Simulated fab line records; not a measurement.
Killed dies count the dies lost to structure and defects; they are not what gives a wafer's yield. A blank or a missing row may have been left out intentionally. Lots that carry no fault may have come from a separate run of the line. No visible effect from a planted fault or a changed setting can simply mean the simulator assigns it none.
Comparing a struck lot with a sound one || flow nandHarc || 42 out of 1302 route steps
Sound: wafers L268.1, L268.3, L268.6. Wafers struck: L275.1, L275.3, L275.5. Last of all comes the cause.
For every step that has rows: the tool of each side, followed by ch and its chambers, followed by its first start. Under that, the readings that differ: sound wafers || struck wafers || difference of the means || sigmas: that difference in standard deviations of wafers without a fault.
alike: readings whose means differ by less than 2 such deviations, and words and numbers that are the same on both sides. not compared: withheld readings, readings that some wafer has no value for, bounds like >300 that may hide the same value, and numbers for which the record gives no deviation and whose values overlap.
Wherever a step has rows on one side only, a row that says differs or no value, or a row with sigmas, the two part there. Non-overlapping numbers with no deviation appear without sigmas and do not part them. Lack of a reading on every wafer of one side parts them only where that side has two or more wafers.

first, 2 steps without rows for these wafers: NHARC_P_STI_PRECLEAN_32 (cleans in SC1); NHARC_P_STI_SRD_23.
NHARC_P_STI_OCD_MEAS_43:
  sound on ocd-01 at day 3 18:27; struck on ocd-02 at day 6 17:59
  alike: trenchDepthNm, trenchFootCdNm
then, 3 steps without rows for these wafers: NHARC_P_STI_OXIDE_33 (material SiO2, target thk 10 nm, ox time 281 s); NHARC_P_STI_HDPCVD_20 (deposits SiO2); NHARC_P_STI_ANNEAL_34 (time 1800 s).
NHARC_P_STI_CMP_21: polishes, t overpolish 20 s, target thk 380.67 nm.
  sound on cmp-01 ch 0,3, day 4 10:50; struck on cmp-04 ch 0,2, day 7 13:53
  alike: motorCurrentA, overpolishRunS, slurryFilterDpKPa
then, 4 steps without rows for these wafers: NHARC_P_STI_SRD_35; NHARC_P_STI_ETCH_36 (etches SiO2 in dHF, target depth 38.8 nm); NHARC_P_STI_STRIP_24 (strips Si3N4 in H3PO4); NHARC_P_STI_ETCH_37 (etches SiO2 in dHF, target depth 11 nm).
NHARC_P_STI_PRECLEAN_38: cleans in SC1.
  sound on wetBench-03 ch 1,2,5, day 4 11:15; struck on wetBench-01 ch 0,3,4, day 7 14:19
  alike: bathHeatDutyPct, h2o2FlowMLMin, nh4ohFlowMLMin
then, 2 steps without rows for these wafers: NHARC_P_STI_SRD_39; NHARC_P_STI_OXIDE_40 (material SiO2, target thk 10 nm, ox time 1362 s).
NHARC_P_STI_INSPECT_25:
  sound on defectInspect-02 at day 4 18:38; struck on defectInspect-02 at day 7 22:34
{"reading": "rawDefectCount", "sound": "217 125 317", "struck": "961 851 1035", "difference": "+729", "sigmas": "+7"}
  not compared: hold
then, 11 steps without rows for these wafers: NHARC_P_GATE_PRECLEAN_70 (cleans in SC1); NHARC_P_GATE_SRD_01; NHARC_P_GATE_OXIDE_02 (material SiO2, target thk 37.5 nm, ox time 365 s); NHARC_P_GATE_DEHYDRATE_03 (time 120 s); NHARC_P_GATE_HMDS_04 (time 30 s); NHARC_P_GATE_COAT_05; NHARC_P_GATE_SOFTBAKE_06 (time 95 s); NHARC_P_GATE_EBR_07; NHARC_P_GATE_EXPOSE_08 (exposes mask P HV); NHARC_P_GATE_PEB_09 (peb time 85 s); NHARC_P_GATE_DEVELOP_10 (time 70 s).
NHARC_P_GATE_CD_MEAS_11: target cd 1640 nm.
  sound on cdSem-01 ch 0, day 5 04:24; struck on cdSem-01 ch 0, day 8 09:27
  alike: cdNm
then, 1 step without rows for these wafers: NHARC_P_GATE_HARDBAKE_12 (time 80 s).
NHARC_P_GATE_DESCUM_13: chemistry O2, time 3 s.
  sound on rieDiel-10 ch 1,2, day 5 04:34; struck on rieDiel-01 ch 0,2,3, day 8 09:37
  alike: drypumpMotorCurrentA, o2FlowSccm, oesProductAu, rfVppV, showerheadPlenumPTorr, throttleValvePct
  not compared: rfHoursCounterH
then, 6 steps without rows for these wafers: NHARC_P_GATE_ETCH_14 (etches SiO2 in dHF, target depth 48.8 nm); NHARC_P_GATE_STRIP_15 (strips in SPM, time 780 s); NHARC_P_GATE_PRECLEAN_71 (cleans in SC1); NHARC_P_GATE_SRD_72; NHARC_P_GATE_OXIDE_16 (material SiO2, target thk 3 nm, ox time 392 s); NHARC_P_GATE_CVD_17 (deposits poly-Si, target thk 150 nm, time 900 s).
NHARC_P_GATE_HM_DEP_102: deposits aC, target thk 120 nm.
  sound on aclDep-03 ch 0, day 5 17:59; struck on aclDep-02 ch 0, day 8 20:13
  alike: throttleValvePct
NHARC_P_GATE_DEP_103: deposits SiON, target thk 30 nm.
  sound on pecvd-01 ch 0,2, day 5 18:38; struck on pecvd-04 ch 1,2, day 8 20:53
{"reading": "heaterPowerW (W)", "sound": "873 737 871", "struck": "622 819 612", "difference": -143, "sigmas": -2}
then, 3 steps without rows for these wafers: NHARC_P_GATE_DEHYDRATE_18 (time 120 s); NHARC_P_GATE_HMDS_19 (time 30 s); NHARC_P_GATE_COAT_20 (resist thk 90 nm).
NHARC_P_GATE_INSPECT_28:
  sound on defectInspect-01 at day 5 19:26; struck on defectInspect-01 at day 8 21:52
{"reading": "rawDefectCount", "sound": "2 4 4", "struck": "746 711 748", "difference": "+732", "sigmas": "+99 or more"}
  not compared: hold
NHARC_END_SORT_01:
  the record has rows for the sound wafers here (prober-01 ch 0, day 25 00:47) and none for the struck ones

## WHERE THEY PART
At NHARC_P_STI_INSPECT_25 first; at NHARC_END_SORT_01 last (within this record only).

WHY: what had been put in by the simulator
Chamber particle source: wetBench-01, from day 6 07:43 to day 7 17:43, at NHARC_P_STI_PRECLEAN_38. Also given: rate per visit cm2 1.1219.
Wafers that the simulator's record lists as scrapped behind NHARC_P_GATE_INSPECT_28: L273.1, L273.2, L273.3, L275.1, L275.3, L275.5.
